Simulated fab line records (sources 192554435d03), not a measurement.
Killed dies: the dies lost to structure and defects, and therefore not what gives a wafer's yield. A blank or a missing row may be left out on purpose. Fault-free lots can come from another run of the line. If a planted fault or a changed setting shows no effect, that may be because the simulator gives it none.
Matching of chambers	flow n5Finfet	aldSin-02 running N5_ILD0_LINER_00: 4 sister chambers
The step material SiNx, target thk 4 nm, pulse time 1 s, purge time 2 s. 8 wafers are shown with their chamber, then 10 later ones without.

== WAFERS PAIRED WITH THEIR CHAMBERS ==
wafer	chamber	heaterPowerW (W)	precursorPulseHeightRel
L075.5	3	833	1.007
L079.3	1	1120	1.024
L079.6	1	1130	1.001
L080.3	3	849	0.990
L081.2	2	786	1.008
L081.5	0	942	0.987
L085.3	2	789	1.021
L085.4	0	965	1.001

== WAFERS WHOSE CHAMBER IS MISSING ==
wafer	heaterPowerW (W)	precursorPulseHeightRel
L085.6	796	0.985
L091.2	957	0.990
L091.3	794	1.009
L091.4	1115	1.052
L096.1	1144	0.997
L096.3	942	0.958
L096.4	880	0.988
L097.2	794	1.028
L097.5	1157	0.981
L097.6	955	0.988

== WHICH CHAMBER EACH ONE RAN IN ==
wafer	from the rows above	in truth
L085.6	can't be placed: 2 or 3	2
L091.2	0	0
L091.3	2	2
L091.4	1	1
L096.1	1	1
L096.3	0	0
L096.4	3	3
L097.2	2	2
L097.5	1	1
L097.6	0	0
Correct placement for 9 of the 10. Unplaceable from these rows: 1, with the true chamber sitting among the candidates in 1. Placed wrongly: 0.
How it was worked out, from the rows above alone: a wafer's distance from a chamber is the root of the sum, over the readings, of the square of ((its reading less the chamber's mean) divided by the reading's scatter). If the next closest chamber is less than 2 further off than the closest, the wafer can't be placed; otherwise it belongs to the closest. For every chamber, the mean is computed from those of its wafers that are shown. The scatter: the root of (the sum of the squares of (reading less its chamber's mean) over the shown wafers, divided by (wafers less chambers)).
